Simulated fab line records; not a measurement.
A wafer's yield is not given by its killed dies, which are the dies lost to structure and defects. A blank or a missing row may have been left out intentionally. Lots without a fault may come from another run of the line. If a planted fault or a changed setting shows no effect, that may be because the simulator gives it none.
Chamber matching ; flow n5Finfet ; 4 sister chambers for N5_BEOL_M14_ETCH_67 on rieDiel-06
The step etches SiARC in CF4, target depth 143 nm, time 238.3 s. 16 wafers are shown with their chamber, then 8 later ones without.

== WAFERS PAIRED WITH THEIR CHAMBERS ==
wafer;chamber;drypumpMotorCurrentA (A);throttleValvePct (%);rfVppV (V)
L075.2;3;5.1;15.47;185.0
L075.3;2;5.3;15.43;185.7
L075.5;0;5.3;15.85;183.4
L074.3;2;5.3;15.42;185.3
L074.4;1;6.2;15.80;183.5
L074.5;2;5.2;15.43;185.9
L079.2;0;5.3;15.88;183.7
L079.3;2;5.3;15.43;185.3
L079.4;2;5.3;15.45;186.0
L084.2;1;6.1;15.34;185.2
L084.4;3;5.1;15.55;183.7
L084.6;2;5.3;15.46;185.3
L087.1;2;5.3;15.48;185.7
L087.2;0;5.3;15.92;184.2
L087.3;3;5.1;15.54;184.7
L088.1;0;5.3;15.91;182.7

SIGNATURES, as means of the wafers listed above
reading;chamber 0;chamber 1;chamber 2;chamber 3;scatter within a chamber
drypumpMotorCurrentA;5.300;6.150;5.286;5.100;0.0336
throttleValvePct;15.8900;15.5700;15.4429;15.5200;0.098
rfVppV;183.500;184.350;185.600;184.467;0.584
Rule: a wafer's distance from a chamber is the root of the sum, over the readings, of the square of ((its reading less the chamber's mean) divided by the reading's scatter). The wafer belongs to the nearest chamber; if the next one is less than 2 further off, it can't be placed. The scatter is the square root of a quotient: the sum, over the shown wafers, of each reading's squared deviation from its chamber's mean, divided by wafers minus chambers.

== WAFERS WITHOUT THEIR CHAMBER ==
wafer;drypumpMotorCurrentA (A);throttleValvePct (%);rfVppV (V)
L088.3;5.1;15.54;185.7
L088.4;6.1;15.33;186.3
L093.1;5.1;15.56;184.4
L093.4;5.3;15.91;184.1
L093.6;5.3;15.49;187.2
L096.3;6.1;15.37;185.7
L096.4;5.3;15.51;185.5
L096.6;5.1;15.60;183.8

== EACH ONE'S CHAMBER ==
wafer;from the rows above;in truth
L088.3;3;3
L088.4;1;1
L093.1;3;3
L093.4;0;0
L093.6;2;2
L096.3;1;1
L096.4;2;2
L096.6;3;3
Correct placement for 8 of the 8. Can't be placed from these rows: 0. Wrongly placed: 0.
